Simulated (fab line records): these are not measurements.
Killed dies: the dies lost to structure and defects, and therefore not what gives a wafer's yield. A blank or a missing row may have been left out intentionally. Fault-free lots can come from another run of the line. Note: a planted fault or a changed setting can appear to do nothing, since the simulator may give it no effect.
A struck lot beside a sound one ; flow n5-finfet ; 16 out of 1938 route steps
Sound: the wafers L358.3, L358.5, L358.6. Struck: wafer L361.3 (left out: L361.4, a lot-mate that was not struck); the cause follows at the end.
Order at every step that has rows: each side's tool, ch and its chambers, its first start. Under that, the readings that differ: sound wafers ; struck wafers ; difference of the means ; sigmas: that difference in standard deviations of wafers without a fault.
alike: same words and numbers on both sides, and readings whose means sit less than 2 such deviations apart. not compared: any withheld reading, any reading some wafer has no value for, any bound like >300 that may hide the same value, and any number with overlapping values for which the record gives no deviation.
The two part at a step that has a row with sigmas, a row that says differs or no value, or rows on one side only. Numbers that don't overlap but have no deviation are shown without sigmas and don't part them. Lack of a reading on every wafer of one side parts them only where that side has two or more wafers.

N5_MOL_CONTACT_COAG_DESCUM_45: chemistry O2, time 7 s.
  sound on rie-diel-05 ch 2,3, day 6 08:17; struck on rie-diel-06 ch 2, day 7 13:25
  alike: drypump-motor-current-A, oes-product-au, rf-vpp-V, showerhead-plenum-p-Torr, throttle-valve-pct
  not compared: rf-hours-counter-h
N5_MOL_CONTACT_COAG_ETCH_65: etches underlayer in N2/H2, target depth 13 nm, time 10.4 s.
  sound on rie-diel-05 ch 2,3, day 6 08:19; struck on rie-diel-06 ch 2, day 7 13:28
  alike: drypump-motor-current-A, etch-rf-on-time-s, oes-product-au, rf-vpp-V, showerhead-plenum-p-Torr, throttle-valve-pct
  not compared: rf-hours-counter-h
then, 2 steps without rows for these wafers: N5_MOL_CONTACT_COAG_ETCH_66 (etches SiARC in CF4, target depth 13 nm, time 21.7 s); N5_MOL_CONTACT_COAG_ALD_133 (deposits SiO2, target thk 5 nm, pulse time 1 s, co reactant pulse time 1 s).
N5_MOL_CONTACT_COAG_ETCHBACK_134: etches SiO2 in CHF3, target depth 10 nm, time 6.7 s.
  sound on rie-diel-06 ch 2,3, day 6 08:36; struck on rie-diel-06 ch 3, day 7 13:49
  alike: CHF3_flow_sccm, drypump-motor-current-A, oes-product-au, rf-vpp-V, showerhead-plenum-p-Torr, throttle-valve-pct
  not compared: rf-hours-counter-h
then, 5 steps without rows for these wafers: N5_MOL_CONTACT_COAG_ETCH_67 (etches SOC in N2/H2, target depth 60 nm, overetch 21 nm, time 101.2 s); N5_MOL_CONTACT_COAG_STRIP_68 (strips in N2/H2); N5_MOL_CONTACT_COAG_STRIP_69 (strips in N2/H2); N5_MOL_CONTACT_COAG_ETCHBACK_136 (etches SiO2 in CHF3, target depth 25 nm, time 16.7 s); N5_MOL_CONTACT_COAG_STRIP_120 (strips in CHF3).
N5_MOL_CONTACT_COAG_VIA_ETCH_117: etches SiO2 in C4F6/O2, target depth 40 nm, overetch 8 nm, time 26 s.
  sound on rie-diel-06 ch 2,3, day 6 08:45; struck on rie-diel-06 ch 3, day 7 13:58
  alike: drypump-motor-current-A, oes-product-au, rf-vpp-V, showerhead-plenum-p-Torr, throttle-valve-pct
  not compared: rf-hours-counter-h
N5_MOL_CONTACT_COAG_ETCH_124: etches SiNx in CH3F/O2, stops on SiOC, target depth 6.5 nm.
  sound on rie-diel-06 ch 2,3, day 6 08:47; struck on rie-diel-06 ch 3, day 7 13:59
  alike: drypump-motor-current-A, oes-product-au, rf-vpp-V, showerhead-plenum-p-Torr, throttle-valve-pct
  not compared: rf-hours-counter-h
N5_MOL_CONTACT_COAG_ETCH_48: etches SiOC in C4F6/O2, target depth 15 nm, overetch 4.5 nm, time 17 s.
  sound on rie-diel-06 ch 2,3, day 6 08:49; struck on rie-diel-06 ch 3, day 7 14:02
reading;sound;struck;difference;sigmas
model.SOC_of_MOL_CONTACT_COAG_COAT_62.thk-nm (nm);46 45.4 45.8;46.2;+0.5;
  alike: drypump-motor-current-A, oes-product-au, rf-vpp-V, showerhead-plenum-p-Torr, throttle-valve-pct
  not compared: rf-hours-counter-h
then, 1 step without rows for these wafers: N5_MOL_CONTACT_COAG_STRIP_72 (strips in N2/H2).
-- record jumps: 4 days separate the struck wafers' starts on either side; left off in module MOL_CONTACT_COAG, taken up again in module BEOL_M4, whose first shown step is the route's number 1111 --
N5_BEOL_M4_RC_MEAS_101:
  sound on prober-02 ch 0, day 9 05:29; struck on prober-02 ch 0, day 11 14:00
reading;sound;struck;difference;sigmas
VT_P (mV);-256 -256 -254;-246;+9;+3
  alike: DIBL_N, DIBL_P, IOFF_N, IOFF_P, ION_N, ION_P, SS_N, SS_P, VT_N
-- a jump in the record: the struck wafers' starts before and after are 4 days apart (it breaks off in module BEOL_M4 and resumes in module PASSIVATION, where the first step shown is number 1936 of the route) --
N5_PASSIVATION_PROBE_49:
  record: rows for the struck wafers here (prober-02, day 15 21:58), none for the sound ones

== WHERE THEY PART ==
At N5_BEOL_M4_RC_MEAS_101 first; at N5_PASSIVATION_PROBE_49 last (within this record only).

WHY: the cause the simulator had injected
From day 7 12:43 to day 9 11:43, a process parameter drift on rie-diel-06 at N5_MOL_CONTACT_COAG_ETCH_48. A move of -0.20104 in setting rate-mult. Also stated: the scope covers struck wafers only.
